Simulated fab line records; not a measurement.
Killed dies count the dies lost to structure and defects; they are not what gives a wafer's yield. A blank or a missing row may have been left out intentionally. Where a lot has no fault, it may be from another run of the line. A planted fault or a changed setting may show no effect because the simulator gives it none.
Matching of chambers | flow n5 finfet | 4 sister chambers for N5_BEOL_M3_DESCUM_16 on rie diel-03
The step chemistry O2, time 7 s. 8 wafers are shown with their chamber, then 10 later ones without.

## WAFERS PAIRED WITH THEIR CHAMBERS
wafer  | chamber | drypump motor current A (A) | showerhead plenum p Torr (Torr)
L082.4 | 2       | 6.2                         | 2.16
L085.2 | 0       | 4.9                         | 2.01
L088.4 | 0       | 4.9                         | 2.01
L090.3 | 1       | 6.0                         | 2.09
L090.4 | 3       | 6.3                         | 2.06
L090.6 | 2       | 6.2                         | 2.15
L091.2 | 1       | 6.1                         | 2.09
L091.5 | 3       | 6.3                         | 2.06

## WAFERS MISSING THEIR CHAMBER
wafer  | drypump motor current A (A) | showerhead plenum p Torr (Torr)
L091.6 | 6.1                         | 2.15
L092.3 | 6.2                         | 2.15
L092.5 | 6.2                         | 2.15
L092.6 | 6.0                         | 2.09
L093.2 | 6.3                         | 2.05
L093.3 | 6.1                         | 2.09
L093.4 | 4.9                         | 2.01
L095.2 | 6.0                         | 2.09
L095.5 | 4.9                         | 2.00
L095.6 | 6.3                         | 2.05

## THE CHAMBER EACH PASSED THROUGH
wafer  | from the rows above | in truth
L091.6 | 2                   | 2
L092.3 | 2                   | 2
L092.5 | 2                   | 2
L092.6 | 1                   | 1
L093.2 | 3                   | 3
L093.3 | 1                   | 1
L093.4 | 0                   | 0
L095.2 | 1                   | 1
L095.5 | 0                   | 0
L095.6 | 3                   | 3
Correct placement for 10 of the 10. Can't be placed from these rows: 0. Placed wrongly: 0.
How it was worked out, from the rows above alone: a wafer's distance from a chamber is the root of the sum, over the readings, of the square of ((its reading less the chamber's mean) divided by the reading's scatter). If the next closest chamber is less than 2 further off than the closest, the wafer can't be placed; otherwise it belongs to the closest. For every chamber, the mean is computed from those of its wafers that are shown. The scatter: the root of (the sum of the squares of (reading less its chamber's mean) over the shown wafers, divided by (wafers less chambers)).
